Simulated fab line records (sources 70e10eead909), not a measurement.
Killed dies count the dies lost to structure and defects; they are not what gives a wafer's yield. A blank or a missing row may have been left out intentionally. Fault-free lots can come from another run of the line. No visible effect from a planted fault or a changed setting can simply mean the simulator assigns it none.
Matching of chambers + flow nand_harc + NHARC_A_CONTACT_ETCH_92 on rie_diel-13 has 4 sister chambers
The step etches the open film in CH3F/O2, target depth 40 nm, time 85.7 s. 8 wafers are shown with their chamber, then 9 later ones without.

EACH WAFER AND ITS CHAMBER
| wafer  | chamber | showerhead_plenum_p_Torr (Torr) | drypump_motor_current_A (A) |
|--------|---------|---------------------------------|-----------------------------|
| L463.3 | 0       | 2.42                            | 5.7                         |
| L463.4 | 3       | 2.46                            | 5.4                         |
| L464.1 | 0       | 2.42                            | 5.7                         |
| L464.4 | 1       | 2.39                            | 5.4                         |
| L464.5 | 2       | 2.53                            | 6.0                         |
| L466.1 | 3       | 2.45                            | 5.3                         |
| L466.3 | 1       | 2.39                            | 5.4                         |
| L466.4 | 2       | 2.53                            | 6.0                         |

WAFERS WITH NO CHAMBER GIVEN
| wafer  | showerhead_plenum_p_Torr (Torr) | drypump_motor_current_A (A) |
|--------|---------------------------------|-----------------------------|
| L469.2 | 2.38                            | 5.4                         |
| L469.3 | 2.53                            | 6.0                         |
| L469.6 | 2.38                            | 5.4                         |
| L474.1 | 2.45                            | 5.4                         |
| L474.4 | 2.38                            | 5.4                         |
| L474.5 | 2.41                            | 5.6                         |
| L477.3 | 2.41                            | 5.7                         |
| L477.4 | 2.45                            | 5.3                         |
| L477.5 | 2.45                            | 5.3                         |

WHICH CHAMBER EACH WENT THROUGH
| wafer  | from the rows above | in truth |
|--------|---------------------|----------|
| L469.2 | 1                   | 1        |
| L469.3 | 2                   | 2        |
| L469.6 | 1                   | 1        |
| L474.1 | 3                   | 3        |
| L474.4 | 1                   | 1        |
| L474.5 | 0                   | 0        |
| L477.3 | 0                   | 0        |
| L477.4 | 3                   | 3        |
| L477.5 | 3                   | 3        |
Correct placement for 9 of the 9. Can't be placed from these rows: 0. Wrongly placed: 0.
How it was worked out, from the rows above alone: a wafer's distance from a chamber is the root of the sum, over the readings, of the square of ((its reading less the chamber's mean) divided by the reading's scatter). The wafer belongs to the nearest chamber; if the next one is less than 2 further off, it can't be placed. For every chamber, the mean is computed from those of its wafers that are shown. The scatter is the square root of a quotient: the sum, over the shown wafers, of each reading's squared deviation from its chamber's mean, divided by wafers minus chambers.
